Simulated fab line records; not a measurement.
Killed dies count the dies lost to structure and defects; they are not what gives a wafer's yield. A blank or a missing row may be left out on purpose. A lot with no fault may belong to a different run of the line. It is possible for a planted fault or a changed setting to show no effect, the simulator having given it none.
Struck lot and sound lot, side by side | flow nand harc | 14 out of 1302 route steps
Sound: wafers L955.2, L955.3, L955.6. Wafers L965.2, L965.5, L965.6 were the ones struck. The cause is named last.
Each step with rows lists, per side, the tool, then ch with its chambers, then its first start. Under that, the readings that differ: sound wafers | struck wafers | difference of the means | sigmas: that difference in standard deviations of wafers without a fault.
alike: readings whose means differ by less than 2 such deviations, and words and numbers that are the same on both sides. not compared: withheld readings, readings that some wafer has no value for, bounds like >300 that may hide the same value, and numbers for which the record gives no deviation and whose values overlap.
A row with sigmas, a row that says differs or no value, or rows on one side alone: a step with any of these is where the two part. Numbers that don't overlap but have no deviation are shown without sigmas and don't part them. A reading that every wafer of one side lacks parts them only if that side has two wafers or more.

NHARC_A_M0_CMP_23: polishes, t overpolish 20 s, target thk 113.75 nm.
  sound on cmp-02 ch 0,3, day 23 14:17; struck on cmp-01 ch 1,2,3, day 28 07:49
  alike: motor current A, time to endpoint s
NHARC_A_M0_THK_MEAS_24: measures by xrf.
  sound on film metro-01 at day 23 14:37; struck on film metro-02 at day 28 08:05
  alike: thk nm
after that, 1 step had no rows for these wafers: NHARC_A_M0_SRD_25.
NHARC_A_M0_INSPECT_27:
  sound on defect inspect-01 at day 23 14:46; struck on defect inspect-02 at day 28 08:14
  alike: raw defect count
NHARC_A_M0_PRE_CLEAN_31: time 12 s.
  sound on pecvd-03 ch 1,2, day 23 14:50; struck on pecvd-02 ch 0,2, day 28 08:18
  alike: heater power w
NHARC_A_M0_DEP_32: deposits SiCN, target thk 30 nm.
  sound on pecvd-03 ch 1,2, day 23 14:57; struck on pecvd-02 ch 0,2, day 28 08:23
  alike: heater power w
then, 5 steps without rows for these wafers: NHARC_A_M1_DEP_00 (deposits SiOC, target thk 182.5 nm); NHARC_A_M1_DEHYDRATE_01 (time 120 s); NHARC_A_M1_HMDS_02 (time 30 s); NHARC_A_M1_COAT_34 (time 65 s); NHARC_A_M1_COAT_03 (resist thk 90 nm).
NHARC_A_M1_SOFTBAKE_04: time 55 s.
  sound on litho track-01 ch 0, day 23 15:00; struck on litho track-01 ch 0, day 28 09:00
  reading                  | sound                | struck               | difference | sigmas
  heater power total W (W) | 188.34 188.26 188.74 | 192.23 192.05 192.46 | +3.80      | +27
  alike: plate temp C
after that, 1 step had no rows for these wafers: NHARC_A_M1_EBR_05.
NHARC_END_SORT_01:
  sound on prober-02 ch 0, day 25 05:05; struck on prober-01 ch 0, day 29 21:00
  alike: defect limited yield, killed at array, killed at other, killed at periphery, killed dies, killed open, killed short

== WHERE THEY PART ==
Only at NHARC_A_M1_SOFTBAKE_04, within this record. Later steps at which nothing parts them and some readings are alike: NHARC_END_SORT_01.

WHY: what the simulator had put in
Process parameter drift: litho track-01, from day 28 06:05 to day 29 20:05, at NHARC_A_M1_SOFTBAKE_04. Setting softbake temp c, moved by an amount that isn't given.
